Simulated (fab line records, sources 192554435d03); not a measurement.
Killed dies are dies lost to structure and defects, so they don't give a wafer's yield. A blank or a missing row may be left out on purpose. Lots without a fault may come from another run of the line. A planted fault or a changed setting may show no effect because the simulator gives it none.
Chamber matching | flow n5_finfet | N5_ILD0_CMP_07 on cmp-01: 4 sister chambers
The step polishes SiO2 flowable, stops on poly-Si, t overpolish 1.18 s, target thk 138.88 nm. 4 wafers are shown with their chamber, then 11 later ones without.

WAFERS WITH THEIR CHAMBER
wafer  | chamber | motor_current_A (A)
L087.1 | 0       | 10.8
L089.2 | 2       | 13.3
L089.4 | 1       | 13.1
L090.2 | 3       | 13.0

WAFERS WITHOUT THEIR CHAMBER
wafer  | motor_current_A (A)
L090.3 | 11.6
L090.6 | 10.8
L091.1 | 13.2
L091.3 | 11.3
L091.6 | 13.0
L094.1 | 13.0
L094.4 | 12.8
L094.5 | 13.5
L096.2 | 12.9
L096.3 | 13.9
L096.5 | 10.4

WHICH CHAMBER EACH WENT THROUGH
wafer  | from the rows above          | in truth
L090.3 | can't be placed: 0 or 3 or 1 | 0
L090.6 | 0                            | 0
L091.1 | can't be placed: 1 or 2 or 3 | 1
L091.3 | 0                            | 0
L091.6 | can't be placed: 3 or 1 or 2 | 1
L094.1 | can't be placed: 3 or 1 or 2 | 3
L094.4 | can't be placed: 3 or 1 or 2 | 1
L094.5 | can't be placed: 2 or 1 or 3 | 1
L096.2 | can't be placed: 3 or 1 or 2 | 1
L096.3 | can't be placed: 2 or 1 or 3 | 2
L096.5 | 0                            | 0
Placed correctly: 3 of 11. Can't be placed from these rows: 8 (the true chamber is among the candidates in 8). Placed wrongly: 0.
How it was worked out, from the rows above alone: a wafer's distance from a chamber is the root of the sum, over the readings, of the square of ((its reading less the chamber's mean) divided by the reading's scatter). The wafer belongs to the nearest chamber; if the next one is less than 2 further off, it can't be placed. A chamber's mean is the mean of its shown wafers. The scatter: with one shown wafer a chamber, the root of the mean of the squares of how far each hidden wafer lies from its nearest shown one.
